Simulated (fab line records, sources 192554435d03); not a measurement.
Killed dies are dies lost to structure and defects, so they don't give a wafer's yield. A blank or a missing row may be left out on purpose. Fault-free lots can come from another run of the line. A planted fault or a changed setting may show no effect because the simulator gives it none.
fab line records | flow n5-finfet | part 2 of 2: steps 5 to 6 of 6
record lots=21 wafers=63 last-day=17
route steps=1938 shown PMOS_HMC_CHANNEL_EPI@69 FIN_SAQP@96 DUMMY_GATE@245 SD_EPI_N@278 SD_EPI_P@316
lots that met no fault: from a run of the same line without faults
start-h: hours from the record's first day to the start of the lot's first wafer shown | wait-h: hours since the lot's step before | " repeats the value in the row above | L1.1+2: several wafers, shown together as one row | - no value, or no start given | * or withheld: withheld | < > ~ a bound
route shown NAME@n: a module of which the file shows steps, and the number in the route of the first | usual: mean/standard deviation of fault-free wafers | same: alike in all rows | chamber/n: place in a boat | sites: each site's reading | _std_site: how widely they spread, as a standard deviation | _edge_site: the outer-site mean with the inner-site mean subtracted | radius-mm: for every site, how far away it sits from the centre of the wafer | mask NAME#n: copy n | behind: the last tool/chamber to shape the wafer | hold: cause of the lot's hold/its duration in hours/its outcome | device: the transistor (n, p or np) that didn't switch | end of line: at the end of the route, the tests of the same wafers | a step with no rows: only its recipe | killed: count of dies lost to structure and defects at first sort (not the wafer's yield) | map: per-die view of a wafer (x killed, . not killed, _ where there is no die)
set.NAME: the setting as run; set.NAME@STEP: as run at that earlier step | model.NAME: the simulator's own value behind a step, which no gauge read
the route's steps for a sample of lots (tables are steps, rows are wafers)
services: the hour from which a tool's chamber was out of use, counted from the record's first day as start-h (under 0 if before that day), plus the number of hours and why
## steps
# step N5_SD_EPI_N_ETCH_45
# recipe chemistry=CH3F/O2 target=SiOCN target-depth-a=60 mask-material=SOC ion-energy-ev=60 bias-w=29 pressure-mtorr=15 source-w=410 Ar_flow_sccm=150 CH3F_flow_sccm=30 O2_flow_sccm=20
# usual drypump-motor-current-A=5.6/0.4 oes-product-au=0.77/0.081 rf-vpp-V=127.2/0.85 showerhead-plenum-p-Torr=1.98/0.06 throttle-valve-pct=23.28/0.18
# columns lot.wafer tool chamber start-h wait-h drypump-motor-current-A oes-product-au rf-hours-counter-h rf-vpp-V showerhead-plenum-p-Torr throttle-valve-pct
L074.1 rie-diel-03 1 48.86 0.1 5.3 0.69 225 128.7 2.05 23.56
L074.3 " 3 " " 5.6 0.67 246 127.7 1.96 23.45
L074.6 " 3 " " 5.6 0.68 - 126.7 1.96 23.44
L075.1 rie-diel-03 2 59.92 0.1 6.2 0.79 123 126.1 1.92 23.24
L075.3 " 1 " " 5.3 0.68 229 126.0 2.05 23.58
L075.6 " 3 " " 5.6 0.66 - 128.1 1.96 23.44
L076.1 rie-diel-05 3 61.26 0.1 5.2 0.70 224 127.1 1.97 23.63
L076.4 " 0 " " 5.7 0.74 - 127.4 1.99 23.32
L076.6 " 3 " " 5.2 0.71 - 127.2 1.97 23.62
L077.2 rie-diel-03 2 68.91 0.1 6.2 0.79 127 126.2 1.92 23.26
L077.3 " 1 " " 5.4 0.69 232 128.3 2.04 23.56
L077.5 " 2 " " 6.1 0.78 - 128.0 1.92 23.25
L078.1 rie-diel-05 3 75.39 0.1 5.2 0.70 231 125.6 1.97 23.62
L078.2 " 0 " " 5.7 0.74 158 127.1 1.99 23.34
L078.5 " 0 " " 5.7 0.74 - 126.9 1.99 23.34
L079.2 rie-diel-05 2 81.86 0.1 5.7 0.77 156 128.3 2.09 22.98
L079.4 " 0 " " 5.7 0.74 160 126.8 1.99 23.34
L079.6 " 1 " " 5.2 0.75 - 127.0 1.99 23.27
L080.1 rie-diel-06 3 85.82 0.1 6.4 0.74 167 128.6 1.91 23.16
L080.4 " 1 " " 5.4 0.81 100 128.5 2.00 22.97
L080.5 " 3 " " 6.4 0.74 - 126.6 1.91 23.15
L081.3 rie-diel-03 3 94.03 0.1 5.6 0.96 7 127.1 1.96 23.21
L081.5 " 3 " " 5.6 0.98 - 126.7 1.96 23.21
L081.6 " 2 " " 6.2 0.78 - 126.9 1.92 23.26
L083.2 rie-diel-06 2 103.70 0.1 5.7 0.68 229 126.4 1.88 23.15
L083.3 " 0 " " 5.1 0.72 205 127.0 2.06 23.45
L083.4 " 1 " " 5.4 0.79 - 126.4 2.00 22.96
L084.1 rie-diel-06 2 112.79 0.1 5.6 0.67 232 126.2 1.88 23.16
L084.2 " 1 " " 5.4 0.79 111 126.4 2.00 22.98
L084.3 " 3 " " 6.4 0.74 170 127.5 1.91 23.16
L085.1 rie-diel-05 0 117.81 0.1 5.7 0.72 174 126.5 1.98 23.34
L085.2 " 3 " " 5.2 0.69 247 127.6 1.96 23.64
L085.3 " 1 " " 5.2 0.74 165 128.5 1.99 23.27
L086.1 rie-diel-03 2 123.53 0.1 6.2 0.76 147 125.0 1.91 23.27
L086.2 " 3 " " 5.6 0.93 18 128.4 1.96 23.22
L086.4 " 3 " " 5.6 0.94 - 127.9 1.96 23.22
L087.1 rie-diel-05 0 129.60 0.1 5.7 0.72 177 127.0 1.98 23.33
L087.5 " 0 " " 5.7 0.74 - 127.9 1.98 23.38
L087.6 " 2 " " 5.7 0.77 - 128.8 2.09 23.00
L088.2 rie-diel-06 1 134.60 0.1 5.4 0.79 119 127.1 1.99 23.00
L088.3 " 3 " " 6.4 0.73 179 126.8 1.91 23.18
L088.5 " 3 " " 6.4 0.73 - 126.2 1.91 23.17
L091.1 rie-diel-06 1 150.38 0.1 5.4 0.78 125 128.7 1.99 23.00
L091.2 " 3 " " 6.4 0.72 186 126.2 1.91 23.19
L091.6 " 0 " " 5.1 0.71 - 128.6 2.05 23.49
L092.1 rie-diel-03 0 160.59 0.1 6.1 0.82 97 126.6 1.94 23.44
L092.2 " 1 " " 5.3 1.02 2 128.7 2.04 23.27
L092.4 " 2 " " 6.1 0.75 164 125.3 1.91 23.31
L093.2 rie-diel-03 1 163.04 0.1 5.3 1.01 3 128.0 2.04 23.27
L093.5 " 3 " " 5.6 0.89 - 127.1 1.95 23.23
L093.6 " 0 " " 6.1 0.81 - 126.8 1.94 23.46
L094.3 rie-diel-05 3 172.17 0.1 5.2 0.94 - 127.9 1.96 23.46
L094.4 " 1 " " 5.2 0.73 - 125.8 1.98 23.30
L094.5 " 3 " " 5.2 0.94 - 128.3 1.96 23.47
L095.1 rie-diel-06 1 175.84 0.1 5.4 0.78 137 127.6 1.99 23.02
L095.2 " 3 " " 6.4 0.72 198 126.8 1.90 23.21
L095.6 " 1 " " 5.4 0.77 - 127.1 1.99 23.01
L096.1 rie-diel-03 0 183.62 0.1 6.1 0.80 105 127.7 1.93 23.45
L096.2 " 1 " " 5.3 0.97 10 126.5 2.03 23.28
L096.5 " 1 " " 5.3 0.97 - 128.3 2.04 23.29
L097.1 rie-diel-05 0 186.76 0.1 5.7 0.71 195 127.9 1.97 23.40
L097.2 " 2 " " 5.7 0.75 188 127.5 2.08 23.03
L097.5 " 2 " " 5.6 0.75 - 127.6 2.08 23.02
# step N5_SD_EPI_P_STRIP_40
# recipe chemistry=N2/H2 power-w=1000 temp-c=250 h2-frac=0.65 overash-fraction=0.3 pressure-mtorr=withheld n2-flow-sccm=1750 h2-flow-sccm=3250
# usual drypump-motor-current-A=5.40/0.17 heater-power-w=343/34 oes-product-au=0.763/0.011
# columns lot.wafer tool chamber start-h wait-h drypump-motor-current-A heater-power-w oes-product-au rf-hours-counter-h
L074.1 plasma-asher-01 0 56.39 0.0 5.19 320 0.766 32
L074.3 " 0 " " 5.18 319 0.755 -
L074.6 " 1 " " 5.56 368 0.763 -
L075.1 plasma-asher-02 0 65.65 0.0 5.51 387 0.767 85
L075.3 " 0 " " 5.51 375 0.747 -
L075.6 " 1 " " 5.29 292 0.763 -
L076.1 plasma-asher-01 0 66.78 0.0 5.19 331 0.764 34
L076.4 " 0 " " 5.16 327 0.776 -
L076.6 " 1 " " 5.60 393 0.750 -
L077.2 plasma-asher-01 0 75.00 0.0 5.16 322 0.773 36
L077.3 " 1 " " 5.59 381 0.766 -
L077.5 " 0 " " 5.17 328 0.782 -
L078.1 plasma-asher-02 0 80.88 0.0 5.53 369 0.783 88
L078.2 " 1 " " 5.29 299 0.760 88
L078.5 " 0 " " 5.55 371 0.760 -
L079.2 plasma-asher-01 0 87.35 0.0 5.15 323 0.743 38
L079.4 " 0 " " 5.19 322 0.780 -
L079.6 " 0 " " 5.18 328 0.751 -
L080.1 plasma-asher-02 0 91.18 0.0 5.54 369 0.761 89
L080.4 " 1 " " 5.38 291 0.741 -
L080.5 " 0 " " 5.51 382 0.773 -
L081.3 plasma-asher-02 1 98.71 0.0 5.29 293 0.752 -
L081.5 " 1 " " 5.31 299 0.783 -
L081.6 " 0 " " 5.52 385 0.773 -
L083.2 plasma-asher-02 0 109.71 0.0 5.53 382 0.756 93
L083.3 " 0 " " 5.53 385 0.769 -
L083.4 " 1 " " 5.28 292 0.764 -
L084.1 plasma-asher-01 1 117.54 0.0 5.60 377 0.761 44
L084.2 " 0 " " 5.20 322 0.768 44
L084.3 " 1 " " 5.56 376 0.737 -
L085.1 plasma-asher-01 0 122.65 0.0 5.16 324 0.770 45
L085.2 " 1 " " 5.63 375 0.771 45
L085.3 " 0 " " 5.15 330 0.743 -
L086.1 plasma-asher-01 1 128.27 0.0 5.58 386 0.757 47
L086.2 " 0 " " 5.15 321 0.774 47
L086.4 " 1 " " 5.58 378 0.759 -
L087.1 plasma-asher-02 1 134.34 0.0 5.33 288 0.768 97
L087.5 " 1 " " 5.32 297 0.762 -
L087.6 " 0 " " 5.51 377 0.771 -
L088.2 plasma-asher-02 0 139.35 0.0 5.52 376 0.757 98
L088.3 " 1 " " 5.33 297 0.761 -
L088.5 " 1 " " 5.32 298 0.749 -
L091.1 plasma-asher-01 1 156.85 0.0 5.63 368 0.774 53
L091.2 " 0 " " 5.16 331 0.761 53
L091.6 " 1 " " 5.63 377 0.741 -
L092.1 plasma-asher-01 1 165.34 0.0 5.62 367 0.771 55
L092.2 " 0 " " 5.17 319 0.756 55
L092.4 " 0 " " 5.18 330 0.766 -
L093.2 plasma-asher-01 1 167.92 0.0 5.60 376 0.770 55
L093.5 " 0 " " 5.19 318 0.779 -
L093.6 " 1 " " 5.58 374 0.765 -
L094.3 plasma-asher-02 0 177.74 0.0 5.54 373 0.752 -
L094.4 " 1 " " 5.28 306 0.752 -
L094.5 " 1 " " 5.29 292 0.753 -
L095.1 plasma-asher-01 0 180.87 0.0 5.18 325 0.748 58
L095.2 " 1 " " 5.57 372 0.757 58
L095.6 " 1 " " 5.60 385 0.752 -
L096.1 plasma-asher-01 1 188.51 0.0 5.56 368 0.764 60
L096.2 " 0 " " 5.17 325 0.758 60
L096.5 " 1 " " 5.58 368 0.767 -
L097.1 plasma-asher-02 1 192.81 0.0 5.29 302 0.773 108
L097.2 " 0 " " 5.51 378 0.772 108
L097.5 " 0 " " 5.50 372 0.767 -
## services
# columns tool chamber start-h hours kind
rie-diel-01 3 2.64 8.7 repair
rie-diel-02 0 14.89 8.3 repair
rie-diel-02 - 17.60 3.3 repair
rie-diel-02 - 24.75 2.8 pm
rie-diel-02 3 32.22 3.4 repair
pecvd-01 2 33.65 2.2 repair
rie-diel-05 2 35.44 5.7 repair
rie-diel-06 2 42.20 6.6 repair
rie-diel-01 0 42.37 4.5 repair
rie-diel-04 - 44.68 15.6 pm
rie-diel-05 1 45.20 32.4 repair
rie-diel-05 0 48.06 9.0 repair
rie-diel-01 0 51.11 3.1 repair
rie-diel-02 2 57.22 10.9 repair
rie-diel-02 - 84.23 0.9 repair
rie-diel-02 2 87.37 1.3 repair
rie-diel-02 1 89.59 5.3 repair
rie-diel-01 1 91.99 3.6 repair
rie-diel-06 3 94.68 12.9 repair
rie-diel-02 2 94.72 4.8 repair
pecvd-01 - 124.78 0.8 repair
rie-diel-05 2 169.34 16.3 repair
rie-diel-05 0 170.33 5.8 repair
rie-diel-01 1 187.31 5.4 repair
